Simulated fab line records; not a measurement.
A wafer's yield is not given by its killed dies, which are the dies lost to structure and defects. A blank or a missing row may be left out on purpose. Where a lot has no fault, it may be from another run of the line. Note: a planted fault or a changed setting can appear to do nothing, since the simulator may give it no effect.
Matching of chambers :: flow nand_harc :: NHARC_A_CONTACT_ETCH_92 on rie_diel-02 has 4 sister chambers
The step etches the open film in CH3F/O2, target depth 40 nm, time 85.7 s. 20 wafers are shown with their chamber, then 10 later ones without.

EACH WAFER AND ITS CHAMBER
wafer: L890.1
chamber: 3
showerhead_plenum_p_Torr (Torr): 2.57
drypump_motor_current_A (A): 5.5
rf_vpp_V (V): 245.7

wafer: L890.2
chamber: 0
showerhead_plenum_p_Torr (Torr): 2.53
drypump_motor_current_A (A): 5.5
rf_vpp_V (V): 244.5

wafer: L890.6
chamber: 2
showerhead_plenum_p_Torr (Torr): 2.35
drypump_motor_current_A (A): 5.9
rf_vpp_V (V): 244.4

wafer: L892.3
chamber: 0
showerhead_plenum_p_Torr (Torr): 2.53
drypump_motor_current_A (A): 5.5
rf_vpp_V (V): 245.4

wafer: L892.4
chamber: 1
showerhead_plenum_p_Torr (Torr): 2.45
drypump_motor_current_A (A): 5.2
rf_vpp_V (V): 243.8

wafer: L892.5
chamber: 3
showerhead_plenum_p_Torr (Torr): 2.57
drypump_motor_current_A (A): 5.5
rf_vpp_V (V): 245.9

wafer: L894.2
chamber: 0
showerhead_plenum_p_Torr (Torr): 2.53
drypump_motor_current_A (A): 5.5
rf_vpp_V (V): 246.6

wafer: L894.5
chamber: 0
showerhead_plenum_p_Torr (Torr): 2.53
drypump_motor_current_A (A): 5.5
rf_vpp_V (V): 246.8

wafer: L894.6
chamber: 3
showerhead_plenum_p_Torr (Torr): 2.57
drypump_motor_current_A (A): 5.5
rf_vpp_V (V): 247.5

wafer: L895.2
chamber: 2
showerhead_plenum_p_Torr (Torr): 2.35
drypump_motor_current_A (A): 5.8
rf_vpp_V (V): 242.0

wafer: L895.3
chamber: 1
showerhead_plenum_p_Torr (Torr): 2.45
drypump_motor_current_A (A): 5.2
rf_vpp_V (V): 245.6

wafer: L895.4
chamber: 0
showerhead_plenum_p_Torr (Torr): 2.53
drypump_motor_current_A (A): 5.5
rf_vpp_V (V): 246.3

wafer: L900.2
chamber: 2
showerhead_plenum_p_Torr (Torr): 2.35
drypump_motor_current_A (A): 5.9
rf_vpp_V (V): 242.7

wafer: L900.5
chamber: 1
showerhead_plenum_p_Torr (Torr): 2.44
drypump_motor_current_A (A): 5.2
rf_vpp_V (V): 244.7

wafer: L900.6
chamber: 0
showerhead_plenum_p_Torr (Torr): 2.53
drypump_motor_current_A (A): 5.5
rf_vpp_V (V): 245.7

wafer: L902.2
chamber: 0
showerhead_plenum_p_Torr (Torr): 2.52
drypump_motor_current_A (A): 5.5
rf_vpp_V (V): 244.7

wafer: L902.4
chamber: 2
showerhead_plenum_p_Torr (Torr): 2.35
drypump_motor_current_A (A): 5.9
rf_vpp_V (V): 242.5

wafer: L902.5
chamber: 1
showerhead_plenum_p_Torr (Torr): 2.44
drypump_motor_current_A (A): 5.2
rf_vpp_V (V): 243.6

wafer: L901.2
chamber: 0
showerhead_plenum_p_Torr (Torr): 2.53
drypump_motor_current_A (A): 5.5
rf_vpp_V (V): 245.5

wafer: L901.3
chamber: 1
showerhead_plenum_p_Torr (Torr): 2.44
drypump_motor_current_A (A): 5.2
rf_vpp_V (V): 243.8

SIGNATURES (means of the wafers above)
reading: showerhead_plenum_p_Torr
chamber 0: 2.5287
chamber 1: 2.4440
chamber 2: 2.3500
chamber 3: 2.5700
scatter within a chamber: 0.0036

reading: drypump_motor_current_A
chamber 0: 5.500
chamber 1: 5.200
chamber 2: 5.875
chamber 3: 5.500
scatter within a chamber: 0.0217

reading: rf_vpp_V
chamber 0: 245.688
chamber 1: 244.300
chamber 2: 242.900
chamber 3: 246.367
scatter within a chamber: 0.901
Rule: for each reading, subtract the chamber's mean from the wafer's reading, divide by that reading's scatter and square the result; add these up over the readings and take the root, which gives the wafer's distance from the chamber. If the next closest chamber is less than 2 further off than the closest, the wafer can't be placed; otherwise it belongs to the closest. The scatter is the square root of a quotient: the sum, over the shown wafers, of each reading's squared deviation from its chamber's mean, divided by wafers minus chambers.

WAFERS WHOSE CHAMBER IS MISSING
wafer: L901.5
showerhead_plenum_p_Torr (Torr): 2.44
drypump_motor_current_A (A): 5.2
rf_vpp_V (V): 242.7

wafer: L906.1
showerhead_plenum_p_Torr (Torr): 2.44
drypump_motor_current_A (A): 5.2
rf_vpp_V (V): 244.4

wafer: L906.3
showerhead_plenum_p_Torr (Torr): 2.52
drypump_motor_current_A (A): 5.5
rf_vpp_V (V): 245.4

wafer: L906.5
showerhead_plenum_p_Torr (Torr): 2.34
drypump_motor_current_A (A): 5.9
rf_vpp_V (V): 243.0

wafer: L907.4
showerhead_plenum_p_Torr (Torr): 2.52
drypump_motor_current_A (A): 5.5
rf_vpp_V (V): 245.4

wafer: L907.5
showerhead_plenum_p_Torr (Torr): 2.44
drypump_motor_current_A (A): 5.2
rf_vpp_V (V): 243.0

wafer: L907.6
showerhead_plenum_p_Torr (Torr): 2.52
drypump_motor_current_A (A): 5.5
rf_vpp_V (V): 245.2

wafer: L912.1
showerhead_plenum_p_Torr (Torr): 2.44
drypump_motor_current_A (A): 5.2
rf_vpp_V (V): 245.3

wafer: L912.4
showerhead_plenum_p_Torr (Torr): 2.34
drypump_motor_current_A (A): 5.9
rf_vpp_V (V): 242.5

wafer: L912.6
showerhead_plenum_p_Torr (Torr): 2.34
drypump_motor_current_A (A): 5.9
rf_vpp_V (V): 243.3

THE CHAMBER EACH PASSED THROUGH
wafer: L901.5
from the rows above: 1
in truth: 1

wafer: L906.1
from the rows above: 1
in truth: 1

wafer: L906.3
from the rows above: 0
in truth: 0

wafer: L906.5
from the rows above: 2
in truth: 2

wafer: L907.4
from the rows above: 0
in truth: 0

wafer: L907.5
from the rows above: 1
in truth: 1

wafer: L907.6
from the rows above: 0
in truth: 0

wafer: L912.1
from the rows above: 1
in truth: 1

wafer: L912.4
from the rows above: 2
in truth: 2

wafer: L912.6
from the rows above: 2
in truth: 2
Correctly placed: 10 of 10. Left unplaced by these rows: 0. Placed wrongly: 0.
